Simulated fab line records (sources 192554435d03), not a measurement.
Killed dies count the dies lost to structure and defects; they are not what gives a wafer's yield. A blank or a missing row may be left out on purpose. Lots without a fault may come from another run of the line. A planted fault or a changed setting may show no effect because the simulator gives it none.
Chamber matching + flow n5-finfet + N5_BEOL_M0_CUTY_ETCH_63 on rie-diel-01: 4 sister chambers
The step etches SOC in N2/H2, target depth 82.7 nm, overetch 16.5 nm, time 124 s. 18 wafers are shown with their chamber, then 9 later ones without.

WAFERS WITH THEIR CHAMBER
| wafer  | chamber | drypump-motor-current-A (A) | showerhead-plenum-p-Torr (Torr) | oes-product-au (a.u.) |
|--------|---------|-----------------------------|---------------------------------|-----------------------|
| L074.1 | 2       | 6.3                         | 2.49                            | 0.59                  |
| L074.3 | 3       | 5.3                         | 2.49                            | 0.72                  |
| L074.5 | 3       | 5.3                         | 2.49                            | 0.71                  |
| L076.1 | 3       | 5.3                         | 2.49                            | 0.72                  |
| L076.3 | 0       | 5.8                         | 2.54                            | 0.62                  |
| L076.5 | 0       | 5.7                         | 2.54                            | 0.62                  |
| L082.2 | 1       | 6.5                         | 2.46                            | 0.66                  |
| L082.4 | 2       | 6.3                         | 2.48                            | 0.58                  |
| L082.6 | 3       | 5.3                         | 2.49                            | 0.70                  |
| L081.3 | 3       | 5.3                         | 2.49                            | 0.71                  |
| L081.5 | 2       | 6.3                         | 2.48                            | 0.57                  |
| L081.6 | 1       | 6.4                         | 2.46                            | 0.66                  |
| L085.1 | 3       | 5.3                         | 2.48                            | 0.69                  |
| L085.2 | 0       | 5.8                         | 2.53                            | 0.60                  |
| L085.3 | 1       | 6.4                         | 2.46                            | 0.64                  |
| L090.3 | 1       | 6.4                         | 2.45                            | 0.64                  |
| L090.4 | 1       | 6.4                         | 2.45                            | 0.63                  |
| L090.5 | 0       | 5.8                         | 2.53                            | 0.59                  |

SIGNATURES (means of the wafers above)
| reading                  | chamber 0 | chamber 1 | chamber 2 | chamber 3 | scatter within a chamber |
|--------------------------|-----------|-----------|-----------|-----------|--------------------------|
| drypump-motor-current-A  | 5.775     | 6.420     | 6.300     | 5.300     | 0.0333                   |
| showerhead-plenum-p-Torr | 2.5350    | 2.4560    | 2.4833    | 2.4883    | 0.00514                  |
| oes-product-au           | 0.6075    | 0.6460    | 0.5800    | 0.7083    | 0.0128                   |
Rule: distance of a wafer from a chamber = root of the sum over the readings of ((wafer's reading minus chamber's mean) / reading's scatter) squared. If the next closest chamber is less than 2 further off than the closest, the wafer can't be placed; otherwise it belongs to the closest. The scatter: take each reading less its chamber's mean, square it, sum over the shown wafers, divide by the number of wafers less the number of chambers, and take the root.

WAFERS WHOSE CHAMBER IS MISSING
| wafer  | drypump-motor-current-A (A) | showerhead-plenum-p-Torr (Torr) | oes-product-au (a.u.) |
|--------|-----------------------------|---------------------------------|-----------------------|
| L092.1 | 5.3                         | 2.48                            | 0.68                  |
| L092.2 | 6.3                         | 2.47                            | 0.77                  |
| L092.3 | 5.8                         | 2.53                            | 0.59                  |
| L095.1 | 6.4                         | 2.45                            | 0.63                  |
| L095.5 | 6.4                         | 2.45                            | 0.62                  |
| L095.6 | 6.2                         | 2.47                            | 0.76                  |
| L096.3 | 6.2                         | 2.47                            | 0.75                  |
| L096.4 | 5.3                         | 2.47                            | 0.68                  |
| L096.5 | 6.2                         | 2.47                            | 0.75                  |

WHICH CHAMBER EACH ONE RAN IN
| wafer  | from the rows above | in truth                   |
|--------|---------------------|----------------------------|
| L092.1 | 3                   | 3                          |
| L092.2 | 1                   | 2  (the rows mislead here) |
| L092.3 | 0                   | 0                          |
| L095.1 | 1                   | 1                          |
| L095.5 | 1                   | 1                          |
| L095.6 | 1                   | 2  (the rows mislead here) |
| L096.3 | 1                   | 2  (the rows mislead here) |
| L096.4 | 3                   | 3                          |
| L096.5 | 1                   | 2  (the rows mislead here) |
Correct placement for 5 of the 9. Number that these rows cannot place: 0. Number placed wrongly: 4.
